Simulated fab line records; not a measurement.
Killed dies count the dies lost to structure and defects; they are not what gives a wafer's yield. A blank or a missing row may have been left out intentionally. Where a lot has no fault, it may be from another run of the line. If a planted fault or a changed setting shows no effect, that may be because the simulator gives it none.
Which of the tools did it? :: flow n5Finfet :: 12 lots, 36 wafers sampled, at 2 steps of a route of 1938

## WHAT EACH GAUGE READ, for each wafer
N5_BEOL_M14_CD_MEAS_28: the cd target is 284.4 nm.
lot: L074
measured: day 12 06:48
on: cdSem-01
cdNm (nm): 284.0 283.9 280.8

lot: L076
measured: day 12 20:47
on: cdSem-03
cdNm (nm): 285.5 285.7 286.1

lot: L077
measured: day 13 01:53
on: cdSem-02
cdNm (nm): 287.2 285.4 285.7

lot: L080
measured: day 13 06:37
on: cdSem-01
cdNm (nm): 284.3 284.2 284.4

lot: L083
measured: day 13 23:41
on: cdSem-02
cdNm (nm): 282.7 284.7 284.3

lot: L084
measured: day 14 02:25
on: cdSem-01
cdNm (nm): 283.2 284.5 282.1

lot: L086
measured: day 15 05:00
on: cdSem-02
cdNm (nm): 282.8 280.7 280.5

lot: L090
measured: day 15 13:09
on: cdSem-03
cdNm (nm): 281.5 286.2 284.8

lot: L092
measured: day 16 07:22
on: cdSem-03
cdNm (nm): 283.1 282.8 282.4

lot: L091
measured: day 16 07:49
on: cdSem-03
cdNm (nm): 288.0 286.8 286.1

lot: L095
measured: day 17 04:23
on: cdSem-02
cdNm (nm): 285.0 283.7 286.7

lot: L097
measured: day 17 10:14
on: cdSem-02
cdNm (nm): 283.0 285.8 285.8

## WHICH TOOL RAN EACH LOT (tool, then ch and the chambers of the sampled wafers, then the start)
lot: L074
N5_BEOL_M13_SPUTTER_43: pvdSputter-02, day 12 03:52

lot: L076
N5_BEOL_M13_SPUTTER_43: pvdSputter-02, day 12 18:13

lot: L077
N5_BEOL_M13_SPUTTER_43: pvdSputter-03, day 12 22:58

lot: L080
N5_BEOL_M13_SPUTTER_43: pvdSputter-03, day 13 03:43

lot: L083
N5_BEOL_M13_SPUTTER_43: pvdSputter-01, day 13 21:06

lot: L084
N5_BEOL_M13_SPUTTER_43: pvdSputter-02, day 13 23:47

lot: L086
N5_BEOL_M13_SPUTTER_43: pvdSputter-03, day 14 23:12

lot: L090
N5_BEOL_M13_SPUTTER_43: pvdSputter-03, day 15 09:56

lot: L092
N5_BEOL_M13_SPUTTER_43: pvdSputter-02, day 16 03:39

lot: L091
N5_BEOL_M13_SPUTTER_43: pvdSputter-02, day 16 03:58

lot: L095
N5_BEOL_M13_SPUTTER_43: pvdSputter-01, day 17 01:41

lot: L097
N5_BEOL_M13_SPUTTER_43: pvdSputter-01, day 17 07:32
- N5_BEOL_M13_SPUTTER_43: material TaN, target thk 15 nm, time 24.19 s.

## THE ANSWER, worked out from the rows above alone
Rule: the usual values come from the lots themselves. Put in order of their means at a reading, lots are off if they are a third of the lots or fewer, leave a main group of 4 or more, and stand apart from it by a gap of 3 or more times the standard deviation of the main group's means; of several such gaps the widest counts. If all means in a main group match to the digits the tables above print for the reading, that group is not used. Also off: a lot with no number at a reading for which 4 or more lots have one. All remaining lots with rows at the step are treated as sound.
Nothing can be told from this: no lot is off at any reading shown.

## WHAT THE SIMULATOR HAD INSERTED
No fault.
